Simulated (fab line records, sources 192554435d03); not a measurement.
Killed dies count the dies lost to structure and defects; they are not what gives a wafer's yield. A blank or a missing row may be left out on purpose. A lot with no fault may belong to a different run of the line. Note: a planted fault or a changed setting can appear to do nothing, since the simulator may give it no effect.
Which tool was responsible? | flow n5 finfet | 28 wafers from 10 lots sampled at 5 of the route's 1938 steps

WHAT THE GAUGES SHOWED, per wafer
N5_BEOL_M4_RS_MEAS_58: the measuring method here is four-point-probe.
lot  | measured     | on            | M4_RS (ohm/sq)
L454 | day 7 19:58  | film metro-01 | 0.64 0.59 0.71
L455 | day 7 22:29  | film metro-01 | 0.64 0.70 0.65
L456 | day 9 08:43  | film metro-01 | 0.69 0.69 0.67
L458 | day 9 14:42  | film metro-01 | 0.70 0.72 0.68
L465 | day 11 11:08 | film metro-02 | 0.67 0.67
L466 | day 11 09:19 | film metro-01 | 0.71 0.60
L473 | day 13 04:59 | film metro-02 | 0.66 0.64 0.66
L474 | day 13 10:39 | film metro-02 | 0.61 0.62 0.64
L476 | day 14 07:00 | film metro-01 | 0.69 0.71 0.68
L477 | day 14 07:23 | film metro-01 | 0.69 0.74 0.75

N5_BEOL_M4_RC_MEAS_101.
lot  | measured     | on        | CJ_N           | DIBL_N (mV/V)  | DIBL_P (mV/V) | IOFF_N (nA/um) | IOFF_P (nA/um) | ION_N (uA/um) | ION_P (uA/um) | RS_PWELL (ohm/sq) | SS_N (mV/dec)  | SS_P (mV/dec)  | VT_N (mV)   | VT_P (mV)
L454 | day 7 20:13  | prober-01 | 4.35 4.32 4.14 | 34.9 36.4 39.0 | 35 37 41      | 0.14 0.18 0.23 | 0.22 0.26 0.35 | 670 683 690   | 466 472 470   | 3011 3021 3041    | 72.1 72.4 72.5 | 73.6 73.2 75.1 | 251 247 247 | -247 -245 -240
L455 | day 7 22:32  | prober-02 | 4.30 4.22 4.33 | 37.0 43.5 39.5 | 35 44 38      | 0.16 0.32 0.22 | 0.21 0.42 0.29 | 680 733 692   | 467 500 479   | 2971 2983 2975    | 71.0 72.7 71.5 | 73.8 76.2 73.5 | 249 242 244 | -249 -240 -245
L456 | day 9 09:14  | prober-02 | 4.12 4.32 4.16 | 36.1 37.3 37.3 | 36 37 38      | 0.15 0.18 0.18 | 0.20 0.23 0.24 | 674 681 689   | 469 471 474   | 3016 3031 3064    | 70.7 71.8 71.7 | 72.6 74.1 73.8 | 250 247 246 | -248 -250 -248
L458 | day 9 14:45  | prober-02 | 4.39 4.37 4.45 | 31.4 36.5 35.3 | 29 36 34      | 0.09 0.17 0.14 | 0.13 0.21 0.18 | 648 691 677   | 452 470 463   | 3063 3019 3006    | 69.9 71.7 71.3 | 71.0 72.6 72.5 | 256 246 252 | -257 -249 -253
L465 | day 11 11:20 | prober-01 | 4.30 3.40      | 36.4 36.2      | 37 37         | 0.17 0.19      | 0.26 0.27      | 683 699       | 470 485       | 3017 2891         | 71.5 71.3      | 73.6 72.9      | 248 245     | -245 -248
L466 | day 11 09:59 | prober-02 | 4.36 3.25      | 32.4 33.1      | 32 33         | 0.12 0.14      | 0.16 0.18      | 666 672       | 455 461       | 2978 2874         | 71.2 70.7      | 72.9 72.9      | 253 248     | -255 -253
L473 | day 13 05:12 | prober-02 | 4.25 4.48 4.35 | 36.9 37.6 37.0 | 38 37 36      | 0.17 0.17 0.17 | 0.24 0.24 0.22 | 689 675 676   | 475 466 454   | 3009 3005 3022    | 71.3 72.1 71.6 | 74.3 74.6 74.0 | 247 249 248 | -247 -248 -247
L474 | day 13 10:51 | prober-01 | 4.27 4.14 4.28 | 36.5 32.8 35.4 | 35 31 34      | 0.14 0.10 0.13 | 0.19 0.14 0.17 | 663 659 670   | 462 453 461   | 3034 3041 3038    | 70.9 70.5 71.1 | 72.6 72.4 72.0 | 250 256 252 | -251 -256 -255
L476 | day 14 07:22 | prober-02 | 4.45 4.36 4.55 | 40.0 36.7 41.0 | 38 34 40      | 0.21 0.14 0.23 | 0.22 0.16 0.25 | 677 659 689   | 457 448 467   | 3017 3003 3005    | 72.4 71.2 72.3 | 73.5 72.5 74.2 | 249 253 247 | -253 -257 -252
L477 | day 14 07:26 | prober-01 | 4.08 4.36 4.35 | 28.6 32.5 32.1 | 29 32 33      | 0.06 0.11 0.11 | 0.09 0.12 0.13 | 633 658 677   | 435 440 462   | 3003 3004 3006    | 70.3 71.0 70.6 | 70.7 71.9 71.7 | 264 256 253 | -265 -259 -259

WHAT TOOL EACH LOT RAN ON (gives the tool, then ch and the chambers of the sampled wafers, and finally the start)
lot  | N5_WELL_APT_EPI_41             | N5_BEOL_M4_PRE_CLEAN_60         | N5_BEOL_M4_DEP_57
L454 | epi rpcvd-02 ch 0, day 1 16:11 | cvd co-01 ch 0,1, day 7 19:45   | pecvd-03 ch 0,2, day 7 19:55
L455 | epi rpcvd-04 ch 0, day 1 22:17 | cvd co-02 ch 1,2, day 7 22:16   | pecvd-01 ch 0,1, day 7 22:25
L456 | epi rpcvd-01 ch 0, day 2 04:29 | cvd co-02 ch 0,1,2, day 9 08:31 | pecvd-03 ch 0,1,2, day 9 08:40
L458 | epi rpcvd-04 ch 0, day 2 16:13 | cvd co-01 ch 0,1,2, day 9 14:28 | pecvd-04 ch 0,1,2, day 9 14:38
L465 | epi rpcvd-02 ch 0, day 4 10:07 | cvd co-02 ch 0,2, day 11 10:55  | pecvd-04 ch 0,2, day 11 11:04
L466 | epi rpcvd-02 ch 0, day 4 16:17 | cvd co-01 ch 1,2, day 11 09:07  | pecvd-01 ch 0,1, day 11 09:16
L473 | epi rpcvd-01 ch 0, day 6 11:05 | cvd co-02 ch 0,1, day 13 04:46  | pecvd-04 ch 0,2, day 13 04:56
L474 | epi rpcvd-01 ch 0, day 6 17:14 | cvd co-02 ch 1,2, day 13 10:23  | pecvd-01 ch 0,2, day 13 10:34
L476 | epi rpcvd-02 ch 0, day 7 05:41 | cvd co-02 ch 1,2, day 14 06:44  | pecvd-01 ch 0,2, day 14 06:56
L477 | epi rpcvd-04 ch 0, day 7 10:27 | cvd co-02 ch 1,2, day 14 07:07  | pecvd-04 ch 0,1, day 14 07:19
- N5_WELL_APT_EPI_41: deposits Si from SiH4/H2, target thk 50 nm, time 297.7 s.
- N5_BEOL_M4_PRE_CLEAN_60: time 15 s.
- N5_BEOL_M4_DEP_57: deposits SiCN from 3MS/NH3, target thk 8 nm, time 14 s.

AS READ BY THE TOOLS THEMSELVES (means over the sampled wafers that have a number; for cases with no such wafer, the mark the record gives instead)
N5_WELL_APT_EPI_41.
lot  | tool         | susceptor temp C (C) | throttle valve pct (%)
L454 | epi rpcvd-02 | 649.95               | 11.0
L455 | epi rpcvd-04 | 649.71               | 11.1
L456 | epi rpcvd-01 | 650.29               | 12.0
L458 | epi rpcvd-04 | 650.06               | 11.2
L465 | epi rpcvd-02 | 649.69               | 11.1
L466 | epi rpcvd-02 | 649.92               | 11.1
L473 | epi rpcvd-01 | 650.06               | 12.0
L474 | epi rpcvd-01 | 649.65               | 12.0
L476 | epi rpcvd-02 | 650.03               | 11.1
L477 | epi rpcvd-04 | 650.17               | 11.2

N5_BEOL_M4_PRE_CLEAN_60.
lot  | tool      | heater power w (W)
L454 | cvd co-01 | 103
L455 | cvd co-02 | 79
L456 | cvd co-02 | 72
L458 | cvd co-01 | 79
L465 | cvd co-02 | 94
L466 | cvd co-01 | 60
L473 | cvd co-02 | 47
L474 | cvd co-02 | 54
L476 | cvd co-02 | 79
L477 | cvd co-02 | 54

N5_BEOL_M4_DEP_57.
lot  | tool     | showerhead plenum p Torr (Torr) | throttle valve pct (%)
L454 | pecvd-03 | 3.667                           | 8.7
L455 | pecvd-01 | 3.659                           | 9.0
L456 | pecvd-03 | 3.659                           | 9.0
L458 | pecvd-04 | 3.674                           | 9.2
L465 | pecvd-04 | 3.673                           | 8.9
L466 | pecvd-01 | 3.661                           | 9.1
L473 | pecvd-04 | 3.670                           | 8.9
L474 | pecvd-01 | 3.666                           | 8.8
L476 | pecvd-01 | 3.673                           | 8.9
L477 | pecvd-04 | 3.668                           | 9.6

THE ANSWER, worked out from the rows above alone
Rule: the usual values come from the lots themselves. Put in order of their means at a reading, lots are off if they are a third of the lots or fewer, leave a main group of 4 or more, and stand apart from it by a gap of 3 or more times the standard deviation of the main group's means; of several such gaps the widest counts. A main group whose means are all the same, to the digits that the tables above print for the reading, isn't used. A lot without any number at a reading at which 4 lots or more have one is off too. All remaining lots with rows at the step are treated as sound. The gauges are gone through in route order, then the tools' own readings, and for those a lot's mean is taken as printed above. The first step at which some lot is off is used, and at that step the reading that is off furthest; a lot without a number counts as furthest.
Off: at N5_BEOL_M4_RC_MEAS_101 (CJ_N), L465, L466. Main group: mean 4.31, sd 0.083.
A tool fits if, at a process step before that reading, it ran every lot that is off, and no sound lot after the first of them. Gauges at N5_BEOL_M4_RC_MEAS_101: tried the same way as those tools. Of those tried, none fits.

WHAT THE SIMULATOR HAD INSERTED
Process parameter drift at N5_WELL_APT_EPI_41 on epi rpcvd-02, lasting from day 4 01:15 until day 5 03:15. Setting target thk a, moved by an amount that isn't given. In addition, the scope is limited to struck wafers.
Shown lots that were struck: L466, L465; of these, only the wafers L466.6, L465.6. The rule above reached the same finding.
